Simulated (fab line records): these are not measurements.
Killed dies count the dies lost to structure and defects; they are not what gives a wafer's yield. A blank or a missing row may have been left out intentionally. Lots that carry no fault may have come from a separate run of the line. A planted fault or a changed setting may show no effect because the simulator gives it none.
Matching of chambers | flow n5-finfet | N5_BEOL_M4_PECVD_72 on pecvd-01 has 3 sister chambers
The step deposits SiO2 from TEOS/O2, target thk 16 nm, time 18 s. 20 wafers are shown with their chamber, then 10 later ones without.

== WAFERS PAIRED WITH THEIR CHAMBERS ==
wafer  | chamber | throttle-valve-pct (%) | showerhead-plenum-p-Torr (Torr) | heater-power-w (W)
L075.2 | 0       | 21.7                   | 8.76                            | 810
L075.4 | 0       | 21.8                   | 8.75                            | 817
L075.6 | 2       | 22.3                   | 8.78                            | 790
L078.1 | 0       | 21.9                   | 8.75                            | 697
L078.2 | 1       | 20.9                   | 8.78                            | 706
L078.6 | 0       | 21.8                   | 8.77                            | 682
L083.3 | 2       | 22.2                   | 8.76                            | 764
L083.5 | 2       | 22.3                   | 8.78                            | 792
L083.6 | 0       | 21.8                   | 8.75                            | 773
L084.2 | 2       | 22.3                   | 8.77                            | 759
L084.3 | 1       | 20.7                   | 8.78                            | 773
L084.6 | 0       | 21.7                   | 8.73                            | 804
L086.1 | 1       | 20.7                   | 8.79                            | 760
L086.2 | 0       | 21.8                   | 8.76                            | 815
L086.5 | 2       | 22.4                   | 8.76                            | 749
L089.2 | 2       | 22.5                   | 8.76                            | 733
L089.5 | 0       | 21.6                   | 8.76                            | 815
L089.6 | 1       | 21.1                   | 8.79                            | 737
L088.1 | 1       | 20.7                   | 8.80                            | 652
L088.3 | 0       | 21.8                   | 8.74                            | 782

SIGNATURES, as means of the wafers listed above
reading                  | chamber 0 | chamber 1 | chamber 2 | scatter within a chamber
throttle-valve-pct       | 21.767    | 20.820    | 22.333    | 0.119
showerhead-plenum-p-Torr | 8.7522    | 8.7880    | 8.7683    | 0.0106
heater-power-w           | 777.22    | 725.60    | 764.50    | 44.6
Rule: a wafer lies at a distance from a chamber equal to the root of the sum of squares, over the readings, of (its reading less the chamber's mean, divided by the reading's scatter). If the next closest chamber is less than 2 further off than the closest, the wafer can't be placed; otherwise it belongs to the closest. The scatter: take each reading less its chamber's mean, square it, sum over the shown wafers, divide by the number of wafers less the number of chambers, and take the root.

== WAFERS WITH NO CHAMBER GIVEN ==
wafer  | throttle-valve-pct (%) | showerhead-plenum-p-Torr (Torr) | heater-power-w (W)
L088.6 | 22.6                   | 8.77                            | 643
L090.2 | 20.7                   | 8.80                            | 633
L090.5 | 22.7                   | 8.76                            | 642
L090.6 | 21.0                   | 8.78                            | 638
L092.2 | 20.7                   | 8.79                            | 613
L092.3 | 21.6                   | 8.76                            | 742
L092.5 | 22.1                   | 8.74                            | 744
L095.3 | 20.6                   | 8.79                            | 765
L095.4 | 21.9                   | 8.75                            | 735
L095.5 | 20.7                   | 8.80                            | 738

== CHAMBER TAKEN BY EACH ==
wafer  | from the rows above     | in truth
L088.6 | 2                       | 2
L090.2 | 1                       | 1
L090.5 | 2                       | 2
L090.6 | 1                       | 1
L092.2 | 1                       | 1
L092.3 | 0                       | 0
L092.5 | can't be placed: 0 or 2 | 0
L095.3 | 1                       | 1
L095.4 | 0                       | 0
L095.5 | 1                       | 1
Correctly placed: 9 of 10. Unplaceable from these rows: 1, with the true chamber sitting among the candidates in 1. Wrongly placed: 0.
